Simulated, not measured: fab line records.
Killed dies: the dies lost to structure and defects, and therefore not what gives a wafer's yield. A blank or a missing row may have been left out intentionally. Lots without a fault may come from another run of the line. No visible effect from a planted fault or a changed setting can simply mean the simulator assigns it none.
Chamber matching	flow n5Finfet	rieDiel-02 running N5_BEOL_M0_CUTY_ETCH_62: 4 sister chambers
The step etches SiARC in CF4, time 58.5 s. 16 wafers are shown with their chamber, then 8 later ones without.

== WAFERS PAIRED WITH THEIR CHAMBERS ==
wafer	chamber	drypumpMotorCurrentA (A)	showerheadPlenumPTorr (Torr)	etchRfOnTimeS (s)
L074.1	2	6.3	2.27	60.2
L074.2	1	5.0	2.26	62.8
L074.3	3	5.2	2.16	54.8
L077.4	2	6.3	2.26	60.6
L077.5	3	5.2	2.16	54.3
L077.6	2	6.3	2.26	60.4
L078.2	1	5.0	2.26	62.4
L078.4	1	5.0	2.26	62.7
L078.5	3	5.2	2.16	54.3
L086.3	0	4.8	2.13	57.7
L086.4	1	5.0	2.25	62.7
L086.6	3	5.2	2.15	55.1
L090.1	0	4.9	2.13	58.3
L090.2	2	6.3	2.26	59.6
L090.3	3	5.2	2.15	54.7
L093.2	2	6.3	2.25	59.9

SIGNATURES, as means of the wafers listed above
reading	chamber 0	chamber 1	chamber 2	chamber 3	scatter within a chamber
drypumpMotorCurrentA	4.850	5.000	6.300	5.200	0.0204
showerheadPlenumPTorr	2.1300	2.2575	2.2600	2.1560	0.00574
etchRfOnTimeS	58.000	62.650	60.140	54.640	0.338
Rule: a wafer lies at a distance from a chamber equal to the root of the sum of squares, over the readings, of (its reading less the chamber's mean, divided by the reading's scatter). The wafer belongs to the nearest chamber; if the next one is less than 2 further off, it can't be placed. The scatter: the root of (the sum of the squares of (reading less its chamber's mean) over the shown wafers, divided by (wafers less chambers)).

== WAFERS WITHOUT THEIR CHAMBER ==
wafer	drypumpMotorCurrentA (A)	showerheadPlenumPTorr (Torr)	etchRfOnTimeS (s)
L093.4	5.0	2.25	63.3
L093.6	5.0	2.25	63.1
L094.2	6.3	2.25	59.9
L094.3	5.2	2.15	56.0
L094.5	4.9	2.13	58.6
L095.1	5.0	2.25	63.2
L095.4	5.2	2.15	55.9
L095.6	5.2	2.15	56.0

== THE CHAMBER EACH PASSED THROUGH ==
wafer	from the rows above	in truth
L093.4	1	1
L093.6	1	1
L094.2	2	2
L094.3	3	3
L094.5	0	0
L095.1	1	1
L095.4	3	3
L095.6	3	3
8 of 8 placed correctly. Can't be placed from these rows: 0. 0 placed wrongly.
